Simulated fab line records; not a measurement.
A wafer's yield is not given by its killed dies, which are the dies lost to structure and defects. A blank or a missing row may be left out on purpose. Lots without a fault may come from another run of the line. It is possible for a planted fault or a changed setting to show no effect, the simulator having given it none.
fab line records ; flow n5-finfet
record: lots: 5; wafers: 15; last-day: 15
route steps=1938 shown HKMG_FIN@393 BEOL_M4@1111 PASSIVATION@1936
lots that met no fault: from a run of the same line without faults
start-h: start of the lot's first displayed wafer, in hours after the record's first day ; wait-h: how many hours have passed since the lot's step before this one ; " same as the row above ; L1.1+2: a single row standing in for several wafers ; - no value present, or no start provided ; * or withheld: withheld ; < > ~ a bound
route shown NAME@n: names a module that has steps shown in the file, with the first one's number in the route ; usual: mean/standard deviation taken from wafers without a fault ; same: alike in all rows ; chamber/n: place in a boat ; sites: each site's reading ; _std_site: standard deviation of those values ; _edge_site: mean of outer sites minus mean of inner sites ; radius-mm: for every site, how far away it sits from the centre of the wafer ; mask NAME#n: copy n ; behind: tool/chamber where the wafer was last shaped ; hold: what put the lot on hold/how long, in hours/how the hold closed ; device: whichever transistor did not switch (one of n, p or np) ; end of line: tests of these same wafers at the route's end ; a step with no rows: only its recipe ; killed: count of dies lost to structure and defects at first sort (not the wafer's yield) ; map: a wafer's dies, x killed, . not, _ none there
set.NAME: the setting as run; set.NAME@STEP: as run at that earlier step ; model.NAME: the simulator's own value behind a step, which no gauge read
lots seen at some steps along the route; tables by step, rows by wafer
services: when a tool's chamber went out of use (start-h, in hours from the record's first day, below 0 if earlier), for how many hours, and the reason
== steps ==
step: N5_HKMG_FIN_EBR_45
recipe: solvent: PGMEA; ebr-width-mm: 1.5
step: N5_HKMG_FIN_SOFTBAKE_44
recipe: temp-c: 110; time-s: 60; resist: CAR-ArF
step: N5_HKMG_FIN_EXPOSE_46
recipe: mask-id: NDIPOLE; na: 1.35; source-shape: conventional; sigma-outer: 0.8; polarization: unpolarized; dose-mj: 40
step: N5_HKMG_FIN_PEB_47
recipe: peb-temp-c: withheld; peb-time-s: 60; resist: CAR-ArF
step: N5_HKMG_FIN_DEVELOP_48
recipe: develop-time-s: 30; developer: TMAH; resist: CAR-ArF; rinse-liquid: diw; dry: air-spin; dev-temp-c: 23
step: N5_HKMG_FIN_DESCUM_53
recipe: chemistry: O2; time-s: 7.9; source-power-w: 50; bias-power-w: 20; pressure-mtorr: 20; rf-frequency-hz: 2.712e+07; temp-c: 40; resist: CAR-ArF; o2-flow-sccm: 225
step: N5_HKMG_FIN_ETCH_54
recipe: chemistry: CF4; target: SiARC; target-depth-a: 455; mask-material: CAR-ArF; time-s: 75.8; ion-energy-ev: 80; pressure-mtorr: 40; source-w: 545; bias-w: 36; Ar_flow_sccm: 100; cf4-flow-sccm: 100; ends: cleared
step: N5_HKMG_FIN_ETCH_55
recipe: chemistry: N2/H2; target: SOC; target-depth-a: 2400; temp-c: 40; time-s: 300; ion-energy-ev: 200; mask-material: SiARC; pressure-mtorr: 30; source-w: 840; bias-w: 150; n2-flow-sccm: 200; h2-flow-sccm: 200
step: N5_HKMG_FIN_STRIP_56
recipe: chemistry: N2/H2; temp-c: 40; n2-flow-sccm: 200; h2-flow-sccm: 200; rf-frequency-hz: 6e+07
step: N5_HKMG_FIN_STRIP_57
recipe: chemistry: CF4; resist: SiARC; power-w: 300; bias-power-w: 75; pressure-mtorr: 50; cf4-flow-sccm: 150; rf-frequency-hz: 6e+07
usual: bias-power-w: 75.02/0.21; cf4-flow-sccm: 150.0/0.43; chamber-pressure-mTorr: 50.00/0.045; drypump-motor-current-A: 5.8/0.44; oes-product-au: 0.77/0.081; rf-vpp-V: 271.3/1.2; showerhead-plenum-p-Torr: 1.80/0.045; throttle-valve-pct: 13.7/0.3
lot.wafer;tool;chamber;start-h;wait-h;bias-power-w;cf4-flow-sccm;chamber-pressure-mTorr;drypump-motor-current-A;oes-product-au;rf-hours-counter-h;rf-vpp-V;showerhead-plenum-p-Torr;throttle-valve-pct;model.SiARC_of_HKMG_FIN_COAT_42.thk-nm
L842.3;rie-diel-04;1;102.29;0.0;-;-;-;-;-;-;-;-;-;21.8
L842.5;rie-diel-04;3;102.29;0.0;-;-;-;-;-;-;-;-;-;21.4
L842.6;rie-diel-04;2;102.29;0.0;-;-;-;-;-;-;-;-;-;21.8
L843.1;rie-diel-04;1;107.14;0.0;-;-;-;-;-;-;-;-;-;21.6
L843.4;rie-diel-04;1;107.14;0.0;-;-;-;-;-;-;-;-;-;21.6
L843.5;rie-diel-04;2;107.14;0.0;-;-;-;-;-;-;-;-;-;21.4
L844.2;rie-diel-04;0;113.39;0.0;-;-;-;-;-;-;-;-;-;20.8
L844.4;rie-diel-04;3;113.39;0.0;-;-;-;-;-;-;-;-;-;21.4
L844.5;rie-diel-04;2;113.39;0.0;-;-;-;-;-;-;-;-;-;21.6
L852.1;rie-diel-02;0;161.93;0.0;74.87;149.7;50.02;5.9;0.75;157;272.2;1.77;13.7;0
L852.4;rie-diel-02;2;161.93;0.0;74.52;149.8;50.02;6.0;0.78;93;271.5;1.83;13.4;0
L852.5;rie-diel-02;3;161.93;0.0;74.92;149.8;49.97;5.6;0.71;-;269.8;1.85;13.7;0
L853.1;rie-diel-04;3;169.63;0.0;75.05;150.3;50.08;5.2;0.71;229;270.6;1.77;14.0;0
L853.3;rie-diel-04;1;169.63;0.0;75.08;150.3;50.05;6.6;0.83;59;269.3;1.74;13.4;0
L853.5;rie-diel-04;1;169.63;0.0;75.09;150.7;50.07;6.6;0.84;-;270.0;1.74;13.4;0
step: N5_HKMG_FIN_ETCH_58
recipe: chemistry: N2/H2; target: SOC; target-depth-a: 2158; ion-energy-ev: 50; bias-w: 13; time-s: 741; pressure-mtorr: 30; source-w: 875; n2-flow-sccm: 200; h2-flow-sccm: 200
step: N5_HKMG_FIN_STRIP_93
recipe: chemistry: N2/H2; material: SOC; time-s: 20; power-w: 500; temp-c: 40; pressure-mtorr: 50; rf-frequency-hz: 6e+07; bias-power-w: 8; h2-frac: 0.5; n2-flow-sccm: 300; h2-flow-sccm: 300
step: N5_HKMG_FIN_WET_ETCH_76
recipe: chemistry: dNH4OH; mix: 1:50; temp-c: 25; target: Al2O3; stop-on: La2O3; target-depth-nm: 2.25; dry: ipa-marangoni; rinse-time-s: 30; rinse-temp-c: 23
step: N5_HKMG_FIN_STRIP_60
recipe: chemistry: N2/H2; power-w: 2500; temp-c: 300; h2-frac: 0.65; time-s: 360; pressure-mtorr: withheld; n2-flow-sccm: 1750; h2-flow-sccm: 3250
usual: drypump-motor-current-A: 5.42/0.11; h2-flow-sccm: 3249/9.2; heater-power-w: 514/73
lot.wafer;tool;chamber;start-h;wait-h;drypump-motor-current-A;h2-flow-sccm;heater-power-w;rf-hours-counter-h;model.SOC_of_HKMG_FIN_COAT_41.thk-nm
L842.3;plasma-asher-02;0;103.00;0.1;5.51;3242;608;-;77.8
L842.5;plasma-asher-02;0;103.00;0.1;5.50;3244;589;-;76
L842.6;plasma-asher-02;1;103.00;0.1;5.31;3224;464;-;76.8
L843.1;plasma-asher-02;0;107.74;0.0;5.51;3252;601;44;78.8
L843.4;plasma-asher-02;0;107.74;0.0;5.51;3251;596;-;78.8
L843.5;plasma-asher-02;0;107.74;0.0;5.52;3241;601;-;77.8
L844.2;plasma-asher-02;0;113.98;0.0;5.51;3247;620;45;61.6
L844.4;plasma-asher-02;1;113.98;0.0;5.31;3250;462;-;75.6
L844.5;plasma-asher-02;0;113.98;0.0;5.48;3251;589;-;76.4
L852.1;plasma-asher-01;0;162.52;0.0;5.40;3257;444;107;0
L852.4;plasma-asher-01;1;162.52;0.0;5.62;3239;450;-;0
L852.5;plasma-asher-01;1;162.52;0.0;5.63;3260;443;-;0
L853.1;plasma-asher-02;0;170.22;0.0;5.50;3250;606;55;0
L853.3;plasma-asher-02;1;170.22;0.0;5.30;3251;456;-;0
L853.5;plasma-asher-02;1;170.22;0.0;5.31;3238;449;-;0
step: N5_HKMG_FIN_WET_ETCH_77
recipe: chemistry: dHCl; mix: 1:10000; temp-c: 25; target: La2O3; stop-on: HfO2; target-depth-nm: 2
step: N5_HKMG_FIN_WET_ETCH_78
recipe: chemistry: dNH4OH; mix: 1:50; temp-c: 25; target: Al2O3; stop-on: La2O3; target-depth-nm: 4.5; dry: ipa-marangoni; rinse-time-s: 30; rinse-temp-c: 23
step: N5_HKMG_FIN_ALD_79
recipe: material: TiN; target-thk-a: 15; temp-c: 400; ald-precursor-family: TiCl4; ald-co-reactant: NH3; pulse-time-s: 1; purge-time-s: 3; co-reactant-purge-time-s: 2; co-reactant-pulse-time-s: 2; ald-cycles: 68; pressure-torr: 3
step: N5_HKMG_FIN_CVD_62
recipe: material: a-Si; target-thk-a: 30; temp-c: 500; precursor: Si2H6; pressure-torr: 1; time-s: 20.8
step: N5_HKMG_FIN_RTA_80
recipe: temp-c: withheld; time-s: 2; ambient: N2; idle-temp-c: 600; ramp-up-c-per-s: 150; ramp-down-c-per-s: 60; cool-to-c: 600
step: N5_HKMG_FIN_PRECLEAN_64
recipe: chemistry: dHF; time-s: 30; temp-c: 25; dilution: withheld
step: N5_HKMG_FIN_WET_ETCH_65
recipe: chemistry: TMAH; temp-c: 70; conc-wt-pct: 5; target: a-Si; stop-on: TiN; time-s: 49; target-depth-nm: 3
step: N5_HKMG_FIN_WET_ETCH_81
recipe: chemistry: SC1; target: TiN; stop-on: HfO2; mix: 1:1:5; temp-c: 60; time-s: 57; target-depth-nm: 6
step: N5_HKMG_FIN_WET_ETCH_82
recipe: chemistry: dHCl; mix: 1:10000; temp-c: 25; target: La2O3; stop-on: HfO2; target-depth-nm: 2; dry: ipa-marangoni; rinse-time-s: 30; rinse-temp-c: 23
step: N5_HKMG_FIN_ALD_36
recipe: material: TiN; target-thk-a: 10; temp-c: 400; ald-precursor-family: TiCl4; ald-co-reactant: NH3; pulse-time-s: 1; purge-time-s: 3; co-reactant-purge-time-s: 2; co-reactant-pulse-time-s: 2; ald-cycles: 47; pressure-torr: 3
step: N5_HKMG_FIN_PWFM_ALD_03
recipe: material: TiN; target-thk-a: 20; temp-c: 400; ald-precursor-family: TiCl4; ald-co-reactant: NH3; pulse-time-s: 1; purge-time-s: 3; co-reactant-purge-time-s: 2; co-reactant-pulse-time-s: 2; ald-cycles: 91; pressure-torr: 3
step: N5_HKMG_FIN_COAT_29
recipe: resist: SOC; temp-c: 250; time-s: 60; spin-rpm: 1500; resist-thk-nm: 300
step: N5_HKMG_FIN_COAT_30
recipe: resist: SiARC; temp-c: 220; time-s: 60; spin-rpm: 1500; resist-thk-nm: 35
step: N5_HKMG_FIN_COAT_06
recipe: resist: CAR-ArF; spin-rpm: 1500; resist-thk-nm: 90
step: N5_HKMG_FIN_EBR_08
recipe: solvent: PGMEA; ebr-width-mm: 1.5
step: N5_HKMG_FIN_SOFTBAKE_07
recipe: temp-c: 110; time-s: 60; resist: CAR-ArF
step: N5_HKMG_FIN_EXPOSE_09
recipe: mask-id: NWFM; na: 1.35; source-shape: conventional; sigma-outer: 0.8; polarization: unpolarized; dose-mj: 39.25
step: N5_HKMG_FIN_PEB_10
recipe: peb-temp-c: withheld; peb-time-s: 60; resist: CAR-ArF
step: N5_HKMG_FIN_DEVELOP_11
recipe: develop-time-s: 30; developer: TMAH; resist: CAR-ArF; dev-temp-c: 23; rinse-liquid: diw; dry: air-spin
step: N5_HKMG_FIN_INSPECT_14
recipe: mode: adi; inspect-instrument: macro
usual: raw-defect-count: 2.0/1.3
lot.wafer;tool;chamber;start-h;wait-h;raw-defect-count
L842.3;defect-inspect-02;-;105.27;0.0;19
L842.5;defect-inspect-02;-;105.27;0.0;22
L842.6;defect-inspect-02;-;105.27;0.0;30
L843.1;defect-inspect-02;-;110.27;0.0;25
L843.4;defect-inspect-02;-;110.27;0.0;18
L843.5;defect-inspect-02;-;110.27;0.0;19
L844.2;defect-inspect-02;-;116.74;0.0;10
L844.4;defect-inspect-02;-;116.74;0.0;24
L844.5;defect-inspect-02;-;116.74;0.0;15
L852.1;defect-inspect-01;-;165.03;0.0;1
L852.4;defect-inspect-01;-;165.03;0.0;3
L852.5;defect-inspect-01;-;165.03;0.0;2
L853.1;defect-inspect-02;-;172.56;0.0;2
L853.3;defect-inspect-02;-;172.56;0.0;1
L853.5;defect-inspect-02;-;172.56;0.0;1
step: N5_HKMG_FIN_DESCUM_17
recipe: chemistry: O2; time-s: 7.9; source-power-w: 50; bias-power-w: 20; pressure-mtorr: 20; rf-frequency-hz: 2.712e+07; temp-c: 40; resist: CAR-ArF; o2-flow-sccm: 225
step: N5_BEOL_M4_RC_MEAS_101
usual: DIBL_N: 36.6/2.1; DIBL_P: 36.3/2.2; IOFF_N: 0.16/0.036; IOFF_P: 0.21/0.038; ION_N: 671/12; ION_P: 460/7.5; SS_N: 71.8/0.72; SS_P: 73.3/0.72; VT_N: 250/3.2; VT_P: -250/3.5
lot.wafer;tool;chamber;start-h;wait-h;DIBL_N[mV/V];DIBL_P[mV/V];IOFF_N[nA/um];IOFF_P[nA/um];ION_N[uA/um];ION_P[uA/um];SS_N[mV/dec];SS_P[mV/dec];VT_N[mV];VT_P[mV]
L852.1;prober-02;0;247.60;0.0;35.6;35.0;0.14;0.17;659;446;71.3;72.3;257;-254
L852.4;prober-02;0;247.60;0.0;35.8;36.1;0.15;0.18;684;463;71.6;72.8;253;-254
L852.5;prober-02;0;247.60;0.0;34.9;34.6;0.14;0.16;655;447;71.2;72.5;251;-257
L853.1;prober-01;0;267.45;0.0;37.5;37.2;0.17;0.20;681;459;71.7;73.3;250;-251
L853.3;prober-01;0;267.45;0.0;38.8;38.7;0.21;0.23;660;453;72.4;73.7;250;-251
L853.5;prober-01;0;267.45;0.0;37.2;36.5;0.15;0.19;647;445;72.3;73.5;253;-253
step: N5_PASSIVATION_PROBE_49
usual: killed_at_M0_to_M3: 33/9.1; killed_at_M4_up: 14/5.6; killed-at-contacts: 13/5.7; killed-at-front-end: 42/12; killed-at-other: 4/3; killed-dies: 105/16; killed-on-rim: 13/4; killed-open: 69/11; killed-short: 34/7.5
same: gross-dies: 1180; killed-at-back-side: 0
lot.wafer;tool;chamber;start-h;wait-h;killed_at_M0_to_M3;killed_at_M4_up;killed-at-contacts;killed-at-front-end;killed-at-other;killed-dies;killed-on-rim;killed-open;killed-short
L842.3;prober-01;-;297.04;0.1;41;9;16;1108;6;1180;152;68;37
L842.5;prober-01;-;297.14;0.2;37;13;6;1118;6;1180;152;55;28
L842.6;prober-01;-;297.19;0.3;29;28;9;1111;3;1180;152;61;33
L843.1;prober-01;-;300.72;0.4;40;9;13;1112;6;1180;152;68;37
L843.4;prober-01;-;300.87;0.6;25;13;15;1120;7;1180;152;79;36
L843.5;prober-01;-;300.92;0.6;24;7;13;1135;1;1180;152;62;39
L844.2;prober-01;-;311.06;0.2;36;11;17;1110;6;1180;152;76;38
L844.4;prober-01;-;311.16;0.3;27;23;10;1119;1;1180;152;65;34
L844.5;prober-01;-;311.21;0.4;22;13;11;1133;1;1180;152;66;22
L852.1;prober-02;-;345.99;0.0;33;21;17;58;5;134;14;89;43
L852.4;prober-02;-;346.14;0.2;36;25;10;51;4;126;17;83;40
L852.5;prober-02;-;346.19;0.2;25;17;11;47;3;103;10;68;32
L853.1;prober-02;-;362.44;0.0;26;21;8;46;0;101;11;71;30
L853.3;prober-02;-;362.54;0.1;27;13;11;39;5;95;12;62;32
L853.5;prober-02;-;362.64;0.2;36;26;11;47;5;125;15;81;44
killed by level:class
L842.3 HKMG_FIN:area-ald=1075 MOL_CONTACT_COAG:geometric-particle:open=15 BEOL_M2:geometric-particle:open=9 BEOL_M3:geometric-particle:open=8 FIN_SAQP:geometric-particle:short=5 BEOL_M1:geometric-particle:open=5 GATE_CUT:geometric-particle:short=4 BEOL_M0_SAQP:geometric-particle:open=4
L842.5 HKMG_FIN:area-ald=1097 BEOL_M3:geometric-particle:open=10 BEOL_M2:geometric-particle:open=9 BEOL_M0_SAQP:geometric-particle:short=7 BEOL_M4:geometric-particle:open=5 FIN_SAQP:geometric-particle:open=4 FIN_CUT:geometric-particle:open=3 MOL_CONTACT_COAG:geometric-particle:short=3
L842.6 HKMG_FIN:area-ald=1086 MOL_CONTACT_COAG:geometric-particle:open=7 BEOL_M0_SAQP:geometric-particle:short=7 BEOL_M0_SAQP:geometric-particle:open=7 BEOL_M7:geometric-particle:open=7 BEOL_M2:geometric-particle:open=5 FIN_SAQP:geometric-particle:open=4 BEOL_M4:geometric-particle:open=4
L843.1 HKMG_FIN:area-ald=1074 MOL_CONTACT_COAG:geometric-particle:open=13 BEOL_M3:geometric-particle:open=12 BEOL_M0_SAQP:geometric-particle:open=10 BEOL_M0_SAQP:geometric-particle:short=9 FIN_SAQP:geometric-particle:short=8 FIN_SAQP:geometric-particle:open=6 BEOL_M5:geometric-particle:open=6
L843.4 HKMG_FIN:area-ald=1063 FIN_SAQP:geometric-particle:open=19 MOL_CONTACT_COAG:geometric-particle:open=14 STI_FIN_REVEAL:geometric-particle:open=12 FIN_SAQP:geometric-particle:short=9 BEOL_M0_SAQP:geometric-particle:short=5 BEOL_M2:geometric-particle:open=4 PAD_METAL:geometric-particle:short=4
L843.5 HKMG_FIN:area-ald=1078 FIN_SAQP:geometric-particle:open=16 FIN_SAQP:geometric-particle:short=14 BEOL_M0_SAQP:geometric-particle:short=12 MOL_CONTACT_COAG:geometric-particle:open=12 DUMMY_GATE:geometric-particle:open=7 STARTING-WAFER:geometric-particle:open=5 BEOL_M0_SAQP:geometric-particle:open=4
L844.2 HKMG_FIN:area-ald=1066 MOL_CONTACT_COAG:geometric-particle:open=13 BEOL_M0_SAQP:geometric-particle:open=13 BEOL_M0_SAQP:geometric-particle:short=8 FIN_SAQP:geometric-particle:short=7 FIN_SAQP:geometric-particle:open=7 BEOL_M3:geometric-particle:open=7 STI_FIN_REVEAL:geometric-particle:open=6
L844.4 HKMG_FIN:area-ald=1080 BEOL_M4:geometric-particle:open=12 STI_FIN_REVEAL:geometric-particle:open=10 MOL_CONTACT_COAG:geometric-particle:open=10 FIN_SAQP:geometric-particle:short=9 BEOL_M0_SAQP:geometric-particle:short=7 BEOL_M0_SAQP:geometric-particle:open=5 FIN_SAQP:geometric-particle:open=4
L844.5 HKMG_FIN:area-ald=1091 STI_FIN_REVEAL:geometric-particle:open=15 MOL_CONTACT_COAG:geometric-particle:open=10 BEOL_M4:geometric-particle:open=6 FIN_SAQP:geometric-particle:open=5 DUMMY_GATE:geometric-particle:open=5 BEOL_M0_SAQP:geometric-particle:short=4 BEOL_M1:geometric-particle:open=4
L852.1 STI_FIN_REVEAL:geometric-particle:open=22 MOL_CONTACT_COAG:geometric-particle:open=11 FIN_SAQP:geometric-particle:open=10 BEOL_M0_SAQP:geometric-particle:open=9 BEOL_M4:geometric-particle:open=9 BEOL_M0_SAQP:geometric-particle:short=7 BEOL_M3:geometric-particle:open=6 FIN_SAQP:geometric-particle:short=5
L852.4 STI_FIN_REVEAL:geometric-particle:open=16 BEOL_M4:geometric-particle:open=12 BEOL_M0_SAQP:geometric-particle:short=9 STARTING-WAFER:geometric-particle:open=8 MOL_CONTACT_COAG:geometric-particle:open=7 FIN_SAQP:geometric-particle:short=6 BEOL_M0_SAQP:geometric-particle:open=6 BEOL_M1:geometric-particle:short=6
L852.5 STI_FIN_REVEAL:geometric-particle:open=17 GATE_CUT:geometric-particle:short=9 MOL_CONTACT_COAG:geometric-particle:open=8 FIN_SAQP:geometric-particle:open=7 BEOL_M1:geometric-particle:open=7 BEOL_M0_SAQP:geometric-particle:open=6 BEOL_M4:geometric-particle:open=5 STI_FIN_REVEAL:geometric-particle:short=4
L853.1 FIN_SAQP:geometric-particle:open=14 BEOL_M4:geometric-particle:open=9 DUMMY_GATE:geometric-particle:open=7 BEOL_M0_SAQP:geometric-particle:short=7 BEOL_M2:geometric-particle:open=7 MOL_CONTACT_COAG:geometric-particle:open=6 STARTING-WAFER:geometric-particle:open=5 BEOL_M0_SAQP:geometric-particle:open=5
L853.3 MOL_CONTACT_COAG:geometric-particle:open=9 BEOL_M4:geometric-particle:open=9 FIN_SAQP:geometric-particle:open=7 FIN_SAQP:geometric-particle:short=6 BEOL_M0_SAQP:geometric-particle:open=6 GATE_CUT:geometric-particle:open=5 BEOL_M2:geometric-particle:open=5 BEOL_M3:geometric-particle:open=4
L853.5 BEOL_M4:geometric-particle:open=16 BEOL_M1:geometric-particle:open=9 MOL_CONTACT_COAG:geometric-particle:open=7 BEOL_M0_SAQP:geometric-particle:short=7 BEOL_M2:geometric-particle:open=7 FIN_SAQP:geometric-particle:short=6 BEOL_M3:geometric-particle:open=6 STI_FIN_REVEAL:geometric-particle:open=5
map L842.3 (x killed, . not)
_________________xxxxxxxxxxxx________________
______________xxxxxxxxxxxxxxxxxx_____________
___________xxxxxxxxxxxxxxxxxxxxxxxx__________
__________xxxxxxxxxxxxxxxxxxxxxxxxxx_________
________xxxxxxxxxxxxxxxxxxxxxxxxxxxxxx_______
_______xxxxxxxxxxxxxxxxxxxxxxxxxxxxxxxx______
______xxxxxxxxxxxxxxxxxxxxxxxxxxxxxxxxxx_____
_____xxxxxxxxxxxxxxxxxxxxxxxxxxxxxxxxxxxx____
____xxxxxxxxxxxxxxxxxxxxxxxxxxxxxxxxxxxxxx___
___xxxxxxxxxxxxxxxxxxxxxxxxxxxxxxxxxxxxxxxx__
___xxxxxxxxxxxxxxxxxxxxxxxxxxxxxxxxxxxxxxxx__
__xxxxxxxxxxxxxxxxxxxxxxxxxxxxxxxxxxxxxxxxxx_
__xxxxxxxxxxxxxxxxxxxxxxxxxxxxxxxxxxxxxxxxxx_
_xxxxxxxxxxxxxxxxxxxxxxxxxxxxxxxxxxxxxxxxxxxx
_xxxxxxxxxxxxxxxxxxxxxxxxxxxxxxxxxxxxxxxxxxxx
_xxxxxxxxxxxxxxxxxxxxxxxxxxxxxxxxxxxxxxxxxxxx
_xxxxxxxxxxxxxxxxxxxxxxxxxxxxxxxxxxxxxxxxxxxx
_xxxxxxxxxxxxxxxxxxxxxxxxxxxxxxxxxxxxxxxxxxxx
_xxxxxxxxxxxxxxxxxxxxxxxxxxxxxxxxxxxxxxxxxxxx
_xxxxxxxxxxxxxxxxxxxxxxxxxxxxxxxxxxxxxxxxxxxx
_xxxxxxxxxxxxxxxxxxxxxxxxxxxxxxxxxxxxxxxxxxxx
__xxxxxxxxxxxxxxxxxxxxxxxxxxxxxxxxxxxxxxxxxx_
__xxxxxxxxxxxxxxxxxxxxxxxxxxxxxxxxxxxxxxxxxx_
___xxxxxxxxxxxxxxxxxxxxxxxxxxxxxxxxxxxxxxxx__
___xxxxxxxxxxxxxxxxxxxxxxxxxxxxxxxxxxxxxxxx__
____xxxxxxxxxxxxxxxxxxxxxxxxxxxxxxxxxxxxxx___
_____xxxxxxxxxxxxxxxxxxxxxxxxxxxxxxxxxxxx____
______xxxxxxxxxxxxxxxxxxxxxxxxxxxxxxxxxx_____
_______xxxxxxxxxxxxxxxxxxxxxxxxxxxxxxxx______
________xxxxxxxxxxxxxxxxxxxxxxxxxxxxxx_______
__________xxxxxxxxxxxxxxxxxxxxxxxxxx_________
___________xxxxxxxxxxxxxxxxxxxxxxxx__________
______________xxxxxxxxxxxxxxxxxx_____________
_________________xxxxxxxxxxxx________________
map L843.1 (x killed, . not)
_________________xxxxxxxxxxxx________________
______________xxxxxxxxxxxxxxxxxx_____________
___________xxxxxxxxxxxxxxxxxxxxxxxx__________
__________xxxxxxxxxxxxxxxxxxxxxxxxxx_________
________xxxxxxxxxxxxxxxxxxxxxxxxxxxxxx_______
_______xxxxxxxxxxxxxxxxxxxxxxxxxxxxxxxx______
______xxxxxxxxxxxxxxxxxxxxxxxxxxxxxxxxxx_____
_____xxxxxxxxxxxxxxxxxxxxxxxxxxxxxxxxxxxx____
____xxxxxxxxxxxxxxxxxxxxxxxxxxxxxxxxxxxxxx___
___xxxxxxxxxxxxxxxxxxxxxxxxxxxxxxxxxxxxxxxx__
___xxxxxxxxxxxxxxxxxxxxxxxxxxxxxxxxxxxxxxxx__
__xxxxxxxxxxxxxxxxxxxxxxxxxxxxxxxxxxxxxxxxxx_
__xxxxxxxxxxxxxxxxxxxxxxxxxxxxxxxxxxxxxxxxxx_
_xxxxxxxxxxxxxxxxxxxxxxxxxxxxxxxxxxxxxxxxxxxx
_xxxxxxxxxxxxxxxxxxxxxxxxxxxxxxxxxxxxxxxxxxxx
_xxxxxxxxxxxxxxxxxxxxxxxxxxxxxxxxxxxxxxxxxxxx
_xxxxxxxxxxxxxxxxxxxxxxxxxxxxxxxxxxxxxxxxxxxx
_xxxxxxxxxxxxxxxxxxxxxxxxxxxxxxxxxxxxxxxxxxxx
_xxxxxxxxxxxxxxxxxxxxxxxxxxxxxxxxxxxxxxxxxxxx
_xxxxxxxxxxxxxxxxxxxxxxxxxxxxxxxxxxxxxxxxxxxx
_xxxxxxxxxxxxxxxxxxxxxxxxxxxxxxxxxxxxxxxxxxxx
__xxxxxxxxxxxxxxxxxxxxxxxxxxxxxxxxxxxxxxxxxx_
__xxxxxxxxxxxxxxxxxxxxxxxxxxxxxxxxxxxxxxxxxx_
___xxxxxxxxxxxxxxxxxxxxxxxxxxxxxxxxxxxxxxxx__
___xxxxxxxxxxxxxxxxxxxxxxxxxxxxxxxxxxxxxxxx__
____xxxxxxxxxxxxxxxxxxxxxxxxxxxxxxxxxxxxxx___
_____xxxxxxxxxxxxxxxxxxxxxxxxxxxxxxxxxxxx____
______xxxxxxxxxxxxxxxxxxxxxxxxxxxxxxxxxx_____
_______xxxxxxxxxxxxxxxxxxxxxxxxxxxxxxxx______
________xxxxxxxxxxxxxxxxxxxxxxxxxxxxxx_______
__________xxxxxxxxxxxxxxxxxxxxxxxxxx_________
___________xxxxxxxxxxxxxxxxxxxxxxxx__________
______________xxxxxxxxxxxxxxxxxx_____________
_________________xxxxxxxxxxxx________________
== services ==
tool;chamber;start-h;hours;kind
rie-diel-04;0;86.02;-;clean
rie-diel-04;0;86.02;-;consumable-replace:focus-ring
rie-diel-04;0;86.02;22.5;scheduled-down
rie-diel-04;0;86.02;22.5;vent-cycle
plasma-asher-02;-;124.50;8.6;repair
rie-diel-04;3;133.21;1.2;repair
== key ==
first-sign: step: N5_HKMG_FIN_STRIP_57; reading: tool-record; direction: missing
effect: step: N5_HKMG_FIN_INSPECT_14; reading: raw-defect-count; direction: up; sigmas: 14; usual: 2.0; struck: 20.2
effect: step: N5_PASSIVATION_PROBE_49; reading: killed-at-front-end; direction: up; sigmas: 88; usual: 42; struck: 1118
model-effect: step: N5_HKMG_FIN_STRIP_57; value: SiARC_of_HKMG_FIN_COAT_42.thk-nm; without: 0; struck: 21.49
model-effect: step: N5_HKMG_FIN_STRIP_60; value: SOC_of_HKMG_FIN_COAT_41.thk-nm; without: 0; struck: 75.51
more-kills-born-at: N5_HKMG_FIN_ALD_79@ald-metal-01: 6452; N5_HKMG_FIN_ALD_79@ald-metal-04: 3258
met-at N5_HKMG_FIN_STRIP_57
struck-wafers L842.3,L842.5,L842.6,L843.1,L843.4,L843.5,L844.2,L844.4,L844.5
later-rows-left-out L842.3,L842.5,L842.6,L843.1,L843.4,L843.5,L844.2,L844.4,L844.5
tester-left-out L842,L843,L844
fault: kind: skipped-step-whole; tool: rie-diel-04; chamber: -; onset-h: 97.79; steps: N5_HKMG_FIN_STRIP_57; scope: struck-lots-only
tester-left-out: of these lots the tester's yield and bins aren't shown, on N5 and GAA mostly nor the transistor test; their killed dies are dies lost to structure and defects alone, not to doping, threshold or leakage, so they don't give the yield
later-rows-left-out: the simulator's readings of these wafers behind a module that went badly wrong aren't trusted and aren't shown, but for the sort
